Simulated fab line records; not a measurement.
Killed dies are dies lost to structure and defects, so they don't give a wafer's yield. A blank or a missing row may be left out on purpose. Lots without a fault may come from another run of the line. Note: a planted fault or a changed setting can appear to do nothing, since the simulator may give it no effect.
A struck lot beside a sound one | flow nand-harc | 14 steps out of a route of 1159
Sound: wafers L196.2, L196.5, L196.6. Wafers L193.3, L193.4, L193.6 were the ones struck. Last of all comes the cause.
Each step with rows lists, per side, the tool, then ch with its chambers, then its first start. Under that, the readings that differ: sound wafers | struck wafers | difference of the means | sigmas: that difference in standard deviations of wafers without a fault.
alike: a reading whose means differ by less than 2 such deviations, as well as words and numbers matching on both sides. not compared: withheld readings; readings where some wafer has no value; bounds like >300 that might hide an equal value; numbers whose values overlap and for which the record gives no deviation.
The two part at a step that has a row with sigmas, a row that says differs or no value, or rows on one side only. Numbers that have no deviation but don't overlap get no sigmas and don't part them. A reading that every wafer of one side lacks parts them only if that side has two wafers or more.

first, 4 steps without rows for these wafers: NHARC_P_GATE_EBR_07; NHARC_P_GATE_EXPOSE_08 (exposes mask P HV); NHARC_P_GATE_PEB_09 (peb time 85 s); NHARC_P_GATE_DEVELOP_10 (time 70 s).
NHARC_P_GATE_CD_MEAS_11: the cd target is 1640 nm.
  sound on cd-sem-01 ch 0, day 5 10:59; struck on cd-sem-01 ch 0, day 4 11:47
  alike: cd-nm
then, 1 step without rows for these wafers: NHARC_P_GATE_HARDBAKE_12 (time 80 s).
NHARC_P_GATE_DESCUM_13: chemistry O2, time 3 s.
  sound on rie-diel-09 ch 1,2, day 5 11:11; struck on rie-diel-03 ch 0,1,3, day 4 11:58
  alike: drypump-motor-current-A, mfc-ar-sccm, o2-flow-sccm, oes-product-au, rf-vpp-V, showerhead-plenum-p-Torr, throttle-valve-pct
  not compared: rf-hours-counter-h
then, 5 steps without rows for these wafers: NHARC_P_GATE_ETCH_14 (etches SiO2 in dHF, target depth 48.8 nm); NHARC_P_GATE_STRIP_15 (strips in SPM, time 780 s); NHARC_P_GATE_PRECLEAN_71 (cleans in SC1); NHARC_P_GATE_SRD_72; NHARC_P_GATE_OXIDE_16 (material SiO2, target thk 3 nm, ox time 392 s).
NHARC_P_GATE_CVD_17: deposits poly-Si, target thk 150 nm, time 900 s.
  sound on lpcvd-poly-04 ch 0, day 5 21:03; struck on lpcvd-poly-01 ch 0, day 5 00:03
  alike: spike-tc-centre-C, tube-center-temp-C, zone-power-top-pct
NHARC_P_GATE_HM_DEP_102: deposits aC, target thk 120 nm.
  sound on acl-dep-03 ch 0, day 6 03:43; struck on acl-dep-03 ch 0, day 5 03:29
  reading                | sound                | struck               | difference | sigmas
  throttle-valve-pct (%) | 34.987 34.985 34.978 | 35.010 34.984 35.014 | +0.019     | +2

## WHERE THEY PART
Within this record, at NHARC_P_GATE_HM_DEP_102 only.

WHY: the cause the simulator had injected
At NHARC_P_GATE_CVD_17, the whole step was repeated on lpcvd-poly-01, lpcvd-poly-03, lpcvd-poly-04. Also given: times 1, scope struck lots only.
